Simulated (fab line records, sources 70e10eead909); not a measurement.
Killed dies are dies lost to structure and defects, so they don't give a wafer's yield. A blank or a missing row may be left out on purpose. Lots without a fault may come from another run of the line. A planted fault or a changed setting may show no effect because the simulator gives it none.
Which tool did it? | flow nand_harc | 7 lots, 21 wafers sampled, at 5 steps of a route of 1302

WHAT THE GAUGES READ, wafer by wafer
NHARC_P_M0_THK_MEAS_24: measures by xrf.
lot  | measured     | on            | thk_nm (nm)
L343 | day 6 12:08  | film_metro-01 | 119.5 119.9 120.0
L347 | day 8 07:59  | film_metro-01 | 115.3 115.1 115.3
L351 | day 10 00:22 | film_metro-02 | 117.8 118.2 115.0
L353 | day 10 16:40 | film_metro-01 | 119.6 117.7 119.5
L355 | day 12 04:02 | film_metro-01 | 118.5 117.2 119.0
L358 | day 12 22:42 | film_metro-01 | 30.3 29.4 28.1
L365 | day 15 20:44 | film_metro-02 | 116.2 117.5 118.3

WHICH TOOL RAN EACH LOT (tool, then ch and the chambers of the sampled wafers, then the start)
lot  | NHARC_P_M0_ETCH_34                 | NHARC_P_M0_PVD_20                       | NHARC_P_M0_ECD_22              | NHARC_P_M0_CMP_23
L343 | rie_diel-03 ch 0,1,2, day 6 09:55  | pvd_sputter-03, day 6 11:10 or earlier  | ecd_cu-01 ch 0,1, day 6 11:10  | cmp-03 ch 1,2, day 6 11:50
L347 | rie_diel-03 ch 0,2, day 8 05:41    | pvd_sputter-02, day 8 06:57 or earlier  | ecd_cu-02 ch 0,1, day 8 06:57  | cmp-02 ch 0,1, day 8 07:40
L351 | rie_diel-12 ch 0,1,3, day 9 22:08  | pvd_sputter-02, day 9 23:20 or earlier  | ecd_cu-01 ch 0,1, day 9 23:20  | cmp-03 ch 0,1,2, day 10 00:05
L353 | rie_diel-03 ch 0,1, day 10 14:24   | pvd_sputter-02, day 10 15:41 or earlier | ecd_cu-01 ch 0,1, day 10 15:41 | cmp-03 ch 0,1, day 10 16:22
L355 | rie_diel-13 ch 0,1,3, day 12 01:47 | pvd_sputter-02, day 12 02:59 or earlier | ecd_cu-01 ch 0,1, day 12 02:59 | cmp-02 ch 0,1,2, day 12 03:45
L358 | rie_diel-13 ch 1,2,3, day 12 20:26 | pvd_sputter-03, day 12 21:40 or earlier | ecd_cu-02 ch 0,1, day 12 21:40 | cmp-04 ch 0,1,3, day 12 22:25
L365 | rie_diel-03 ch 0,2,3, day 15 18:31 | pvd_sputter-02, day 15 19:48 or earlier | ecd_cu-01 ch 0,1, day 15 19:48 | cmp-04 ch 2,3, day 15 20:25
- NHARC_P_M0_ETCH_34: etches the open film in N2/H2, target depth 40 nm, overetch 12 nm, time 43.94 s.
- NHARC_P_M0_PVD_20: deposits TaN, target thk 5 nm, time 8.06 s.
- NHARC_P_M0_ECD_22: material Cu, target thk 400 nm.
- NHARC_P_M0_CMP_23: polishes, t overpolish 20 s, target thk 117.54 nm.

THE ANSWER, worked out from the rows above alone
Rule: what is usual is taken from the lots themselves. Put in order of their means at a reading, lots are off if they are a third of the lots or fewer, leave a main group of 4 or more, and stand apart from it by a gap of 3 or more times the standard deviation of the main group's means; of several such gaps the widest counts. A main group whose means are all the same, to the digits that the tables above print for the reading, isn't used. A lot without any number at a reading at which 4 lots or more have one is off too. The other lots that the step has rows for count as sound.
Off: L358, at NHARC_P_M0_THK_MEAS_24 (thk_nm). The main group: mean 117.8 nm, standard deviation 1.5.
A tool fits if, at a process step before that reading, it ran every lot that is off, and no sound lot after the first of them. The gauges at NHARC_P_M0_THK_MEAS_24 are tried like those tools. NHARC_P_M0_PVD_20 gives no start for some lots, so the hours and the order of its lots are those of NHARC_P_M0_ECD_22. Can't be told from this: 4 tools fit, rie_diel-13 at NHARC_P_M0_ETCH_34, pvd_sputter-03 at NHARC_P_M0_PVD_20, ecd_cu-02 at NHARC_P_M0_ECD_22, film_metro-01 at NHARC_P_M0_THK_MEAS_24.

WHAT THE SIMULATOR HAD PUT IN
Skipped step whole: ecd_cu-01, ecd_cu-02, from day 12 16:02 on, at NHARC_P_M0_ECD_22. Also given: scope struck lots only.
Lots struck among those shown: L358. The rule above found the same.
